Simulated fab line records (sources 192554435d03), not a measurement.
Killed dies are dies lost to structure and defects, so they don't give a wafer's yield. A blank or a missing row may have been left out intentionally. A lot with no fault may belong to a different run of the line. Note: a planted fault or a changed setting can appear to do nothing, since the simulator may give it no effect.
The tool behind it: which one? -- flow n5-finfet -- 69 wafers from 23 lots sampled at 5 of the route's 1938 steps

== WHAT THE GAUGES READ, wafer by wafer ==
N5_BEOL_M7_INSPECT_13: inspects for defects (brightfield). Usual: 423 for raw-defect-count, sd 89.
lot,measured,on,raw-defect-count,flag
L074,day 8 15:00,defect-inspect-02,441 520 375,
L076,day 9 03:20,defect-inspect-02,504 424 420,
L075,day 9 06:02,defect-inspect-02,356 390 389,
L077,day 9 08:44,defect-inspect-02,341 337 295,
L078,day 9 19:02,defect-inspect-01,410 364 451,
L079,day 10 03:21,defect-inspect-01,402 523 535,
L081,day 10 08:10,defect-inspect-01,671 544 456,
L080,day 10 12:28,defect-inspect-02,442 370 403,
L082,day 10 19:25,defect-inspect-01,343 450 422,
L083,day 11 06:04,defect-inspect-01,366 360 427,
L084,day 11 06:36,defect-inspect-01,550 708 518,
L086,day 11 21:50,defect-inspect-02,326 419 393,
L088,day 12 02:40,defect-inspect-02,399 514 374,
L085,day 12 02:46,defect-inspect-01,526 466 381,
L087,day 12 08:36,defect-inspect-02,301 477 422,
L089,day 12 12:39,defect-inspect-02,482 570 582,
L091,day 13 05:37,defect-inspect-01,406 479 419,
L093,day 13 15:37,defect-inspect-02,258 200 401,
L092,day 14 02:08,defect-inspect-02,255 331 294,
L094,day 14 11:11,defect-inspect-02,600 466 461,
L095,day 14 12:37,defect-inspect-02,623 344 494,
L096,day 14 14:43,defect-inspect-02,437 371 281,
L097,day 14 22:08,defect-inspect-01,553 368 418,

N5_BEOL_M8_OVL_MEAS_29. Usual: V7_OVL typically reads -0.4 nm, with standard deviation 0.67.
lot,measured,on,V7_OVL (nm),flag
L074,day 9 01:04,overlay-02,-0.4 -1.5 -1.1,
L076,day 9 10:36,overlay-01,-0.5 -0.5 -0.8,
L075,day 9 14:03,overlay-01,-0.3 -1.0 -0.5,
L077,day 9 19:59,overlay-02,0.5 -0.3 -0.4,
L078,day 10 07:03,overlay-01,0.5 0.5 0.2,
L079,day 10 14:46,overlay-02,-0.9 -0.8 -0.7,
L081,day 10 15:54,overlay-02,-0.2 0.1 -0.8,
L080,day 10 21:46,overlay-02,0.8 1.1 0.5,
L082,day 11 07:02,overlay-02,0.4 0.4 -1.0,
L083,day 11 17:16,overlay-01,-0.7 -0.7 -0.7,
L084,day 11 20:44,overlay-02,0.6 0.6 0.5,
L086,day 12 07:02,overlay-01,-0.6 -1.4 -0.6,
L088,day 12 11:19,overlay-02,-0.5 -1.0 -0.2,
L085,day 12 11:05,overlay-01,-0.9 -0.3 -0.8,
L087,day 12 16:56,overlay-02,-1.7 -1.5 0.4,
L089,day 12 23:20,overlay-02,-0.4 0.2 -0.1,
L091,day 13 14:16,overlay-01,-0.7 -0.4 -1.1,
L093,day 14 03:05,overlay-01,-1.5 -0.6 -1.2,
L092,day 14 13:00,overlay-01,-1.4 -0.1 -1.8,
L094,day 14 21:02,overlay-02,0.1 -0.3 -0.8,
L095,day 15 01:47,overlay-02,-0.6 0.4 -0.2,
L096,day 15 00:13,overlay-01,0.6 -0.8 -0.5,
L097,day 15 11:21,overlay-01,0.0 -0.7 -0.9,

== WHICH TOOL RAN EACH LOT (tool, then ch and the chambers of the sampled wafers, then the start) ==
lot,N5_BEOL_M7_STRIP_36,N5_BEOL_M8_DESCUM_16,N5_BEOL_M8_STRIP_67
L074,"rie-diel-06 ch 1,2, day 8 17:10","rie-diel-04 ch 0,2, day 9 00:14","rie-diel-04 ch 0,2, day 9 00:29"
L076,"rie-diel-03 ch 0,1, day 9 05:20","rie-diel-05 ch 0,2, day 9 09:48","rie-diel-05 ch 0,2, day 9 10:02"
L075,"rie-diel-03 ch 0,2,3, day 9 07:43","rie-diel-04 ch 2,3, day 9 12:34","rie-diel-04 ch 2,3, day 9 12:49"
L077,"rie-diel-06 ch 0,3, day 9 11:35","rie-diel-05 ch 0,1, day 9 18:59","rie-diel-05 ch 0,1, day 9 19:13"
L078,"rie-diel-03 ch 1,3, day 9 20:14","rie-diel-02 ch 0,1,3, day 10 03:04","rie-diel-02 ch 0,1,3, day 10 03:18"
L079,"rie-diel-06 ch 0,1, day 10 07:11","rie-diel-05 ch 1,2, day 10 12:09","rie-diel-05 ch 1,2, day 10 12:23"
L081,"rie-diel-06 ch 1,2,3, day 10 09:25","rie-diel-04 ch 0,2,3, day 10 14:59","rie-diel-04 ch 0,2,3, day 10 15:13"
L080,"rie-diel-03 ch 0,1,3, day 10 15:20","rie-diel-02 ch 0,1,3, day 10 20:49","rie-diel-02 ch 0,1,3, day 10 21:03"
L082,"rie-diel-06 ch 0,1, day 10 22:19","rie-diel-02 ch 0,3, day 11 06:08","rie-diel-02 ch 0,3, day 11 06:22"
L083,"rie-diel-01 ch 0,2,3, day 11 07:22","rie-diel-02 ch 0,2,3, day 11 16:20","rie-diel-02 ch 0,2,3, day 11 16:35"
L084,"rie-diel-01 ch 1,2, day 11 10:04","rie-diel-04 ch 1,3, day 11 18:43","rie-diel-04 ch 1,3, day 11 18:56"
L086,"rie-diel-06 ch 0,1, day 11 23:11","rie-diel-02 ch 1,2, day 12 06:02","rie-diel-02 ch 1,2, day 12 06:16"
L088,"rie-diel-01 ch 1,2,3, day 12 05:28","rie-diel-04 ch 0,1,3, day 12 10:24","rie-diel-04 ch 0,1,3, day 12 10:38"
L085,"rie-diel-06 ch 2,3, day 12 05:27","rie-diel-05 ch 2,3, day 12 10:09","rie-diel-05 ch 2,3, day 12 10:23"
L087,"rie-diel-01 ch 1,2,3, day 12 09:58","rie-diel-05 ch 1,2,3, day 12 15:31","rie-diel-05 ch 1,2,3, day 12 15:45"
L089,"rie-diel-03 ch 0,2,3, day 12 14:10","rie-diel-02 ch 1,3, day 12 22:11","rie-diel-02 ch 1,3, day 12 22:25"
L091,"rie-diel-03 ch 0,1,3, day 13 07:55","rie-diel-02 ch 0,1,2, day 13 12:53","rie-diel-02 ch 0,1,2, day 13 13:08"
L093,"rie-diel-01 ch 1,2, day 13 17:45","rie-diel-02 ch 0,1,3, day 14 01:42","rie-diel-02 ch 0,1,3, day 14 01:56"
L092,"rie-diel-06 ch 0,3, day 14 04:52","rie-diel-05 ch 0,2, day 14 11:33","rie-diel-05 ch 0,2, day 14 11:47"
L094,"rie-diel-03 ch 0,2,3, day 14 13:46","rie-diel-04 ch 0,1,2, day 14 20:13","rie-diel-04 ch 0,1,2, day 14 20:27"
L095,"rie-diel-01 ch 0,1,3, day 14 14:07","rie-diel-05 ch 0,1,2, day 14 22:01","rie-diel-05 ch 0,1,2, day 14 22:15"
L096,"rie-diel-03 ch 0,1,2, day 14 17:41","rie-diel-04 ch 1,2, day 14 22:47","rie-diel-04 ch 1,2, day 14 23:01"
L097,"rie-diel-03 ch 1,3, day 15 01:41","rie-diel-05 ch 2,3, day 15 07:19","rie-diel-05 ch 2,3, day 15 07:34"
- N5_BEOL_M7_STRIP_36: strips in N2/H2.
- N5_BEOL_M8_DESCUM_16: chemistry O2, time 7.9 s.
- N5_BEOL_M8_STRIP_67: strips in CF4.

== WHAT THE TOOLS THEMSELVES READ (means of the sampled wafers that have a number; where no wafer has one, the mark that the record gives instead) ==
N5_BEOL_M7_STRIP_36. Usual: drypump-motor-current-A 6.0 A, standard deviation 0.46; oes-product-au 0.76 a.u., standard deviation 0.084; rf-vpp-V 58.9 V, standard deviation 1.6; showerhead-plenum-p-Torr 2.52 Torr, standard deviation 0.11; throttle-valve-pct 23.8 %, standard deviation 0.35.
lot,tool,drypump-motor-current-A (A),oes-product-au (a.u.),rf-vpp-V (V),showerhead-plenum-p-Torr (Torr),throttle-valve-pct (%),flag
L074,rie-diel-06,6.2,0.82,60.6,2.63,23.7,
L076,rie-diel-03,6.1,0.74,61.5,2.56,24.0,
L075,rie-diel-03,5.9,0.75,58.4,2.57,23.7,
L077,rie-diel-06,6.3,0.75,58.8,2.40,23.4,
L078,rie-diel-03,6.1,0.75,60.0,2.44,23.6,
L079,rie-diel-06,6.5,0.83,59.8,2.61,23.6,
L081,rie-diel-06,6.0,0.87,58.3,2.50,23.6,
L080,rie-diel-03,6.1,0.73,58.1,2.50,23.8,
L082,rie-diel-06,6.5,0.77,58.4,2.51,23.4,
L083,rie-diel-01,5.4,0.72,58.2,2.57,24.1,
L084,rie-diel-01,5.4,0.77,59.2,2.61,23.7,
L086,rie-diel-06,6.5,0.81,58.6,2.61,23.5,
L088,rie-diel-01,5.5,0.79,57.5,2.59,23.9,
L085,rie-diel-06,5.7,0.89,57.9,2.43,23.7,
L087,rie-diel-01,5.5,0.78,59.9,2.59,23.9,
L089,rie-diel-03,5.9,0.72,58.1,2.57,23.7,
L091,rie-diel-03,6.2,0.72,58.6,2.49,23.8,
L093,rie-diel-01,5.5,0.82,58.6,2.58,23.6,
L092,rie-diel-06,6.3,0.72,57.9,2.38,23.5,
L094,rie-diel-03,5.9,0.71,59.7,2.56,23.7,
L095,rie-diel-01,5.5,0.86,58.6,2.54,23.9,
L096,rie-diel-03,6.3,0.68,58.3,2.54,23.9,
L097,rie-diel-03,6.5,0.69,59.3,2.41,23.8,

N5_BEOL_M8_DESCUM_16. Usual: drypump-motor-current-A 5.7 A, standard deviation 0.4; oes-product-au 0.81 a.u., standard deviation 0.1; rf-vpp-V 242.9 V, standard deviation 1.7; showerhead-plenum-p-Torr 2.08 Torr, standard deviation 0.096; throttle-valve-pct 20.28 %, standard deviation 0.2.
lot,tool,drypump-motor-current-A (A),oes-product-au (a.u.),rf-vpp-V (V),showerhead-plenum-p-Torr (Torr),throttle-valve-pct (%),flag
L074,rie-diel-04,5.4,0.74,243.8,2.10,20.51,
L076,rie-diel-05,5.3,0.81,241.0,1.98,20.12,
L075,rie-diel-04,5.5,0.75,243.3,2.04,20.35,
L077,rie-diel-05,5.8,0.81,243.9,2.15,20.27,
L078,rie-diel-02,6.2,0.75,243.0,2.08,20.34,
L079,rie-diel-05,5.9,0.74,243.4,2.07,20.41,
L081,rie-diel-04,5.7,0.80,243.5,2.10,20.36,
L080,rie-diel-02,6.2,0.74,242.9,2.08,20.34,
L082,rie-diel-02,6.3,0.66,241.1,2.02,20.38,
L083,rie-diel-02,6.1,0.76,241.1,2.03,20.28,
L084,rie-diel-04,5.6,0.75,243.8,2.12,20.23,
L086,rie-diel-02,5.7,0.90,242.3,2.08,20.22,
L088,rie-diel-04,5.7,0.79,243.2,2.14,20.30,
L085,rie-diel-05,5.4,0.77,240.6,1.93,20.31,
L087,rie-diel-05,5.7,0.78,241.5,2.02,20.39,
L089,rie-diel-02,6.1,0.79,243.4,2.13,20.33,
L091,rie-diel-02,5.9,0.89,243.9,2.15,20.20,
L093,rie-diel-02,6.2,0.93,243.6,2.16,20.13,
L092,rie-diel-05,5.3,0.77,242.2,1.97,20.18,
L094,rie-diel-04,5.5,0.88,244.5,2.13,20.26,
L095,rie-diel-05,5.5,0.77,242.1,2.06,20.26,
L096,rie-diel-04,5.4,0.90,242.4,2.07,20.15,
L097,rie-diel-05,5.5,0.75,241.2,1.93,20.34,

N5_BEOL_M8_STRIP_67. Usual: drypump-motor-current-A 5.7 A, standard deviation 0.4; oes-product-au 0.81 a.u., standard deviation 0.097; rf-vpp-V 271.0 V, standard deviation 1.8; showerhead-plenum-p-Torr 1.79 Torr, standard deviation 0.075; throttle-valve-pct 13.45 %, standard deviation 0.27.
lot,tool,drypump-motor-current-A (A),oes-product-au (a.u.),rf-vpp-V (V),showerhead-plenum-p-Torr (Torr),throttle-valve-pct (%),flag
L074,rie-diel-04,5.4,0.74,271.4,1.82,13.81,
L076,rie-diel-05,5.4,0.79,269.9,1.71,13.41,
L075,rie-diel-04,5.6,0.76,271.0,1.77,13.66,
L077,rie-diel-05,5.8,0.80,272.4,1.86,13.54,
L078,rie-diel-02,6.2,0.76,269.4,1.76,13.31,
L079,rie-diel-05,5.9,0.74,271.9,1.80,13.74,
L081,rie-diel-04,5.6,0.79,271.2,1.81,13.58,
L080,rie-diel-02,6.2,0.75,270.0,1.75,13.34,
L082,rie-diel-02,6.2,0.67,270.2,1.71,13.48,
L083,rie-diel-02,6.1,0.77,270.4,1.73,13.42,
L084,rie-diel-04,5.6,0.75,271.5,1.81,13.39,
L086,rie-diel-02,5.7,0.90,270.2,1.78,13.30,
L088,rie-diel-04,5.7,0.79,271.0,1.83,13.48,
L085,rie-diel-05,5.5,0.76,267.8,1.69,13.66,
L087,rie-diel-05,5.7,0.76,270.7,1.76,13.71,
L089,rie-diel-02,6.1,0.80,271.0,1.79,13.24,
L091,rie-diel-02,5.9,0.89,271.6,1.83,13.20,
L093,rie-diel-02,6.2,0.92,271.9,1.82,13.02,
L092,rie-diel-05,5.3,0.75,268.6,1.70,13.50,
L094,rie-diel-04,5.5,0.88,271.6,1.83,13.37,
L095,rie-diel-05,5.6,0.76,270.1,1.77,13.58,
L096,rie-diel-04,5.3,0.92,271.7,1.78,13.28,
L097,rie-diel-05,5.5,0.75,268.4,1.68,13.69,

== THE ANSWER, worked out from the rows above alone ==
Rule: a lot is off if the mean of its wafers that have a number lies more than 3 standard deviations from the usual mean. Also off: a lot with no number at a reading for which 4 or more lots have one. Where the step has rows for the other lots, those lots are counted as sound. Order of review: gauges by route order, followed by the tools' own readings, for which a lot's mean as printed above is used. The first step at which some lot is off is used, and at that step the reading that is off furthest; a lot without a number counts as furthest.
No lot is off on any of the readings shown, so nothing can be concluded from this.

== WHAT WAS PUT IN BY THE SIMULATOR ==
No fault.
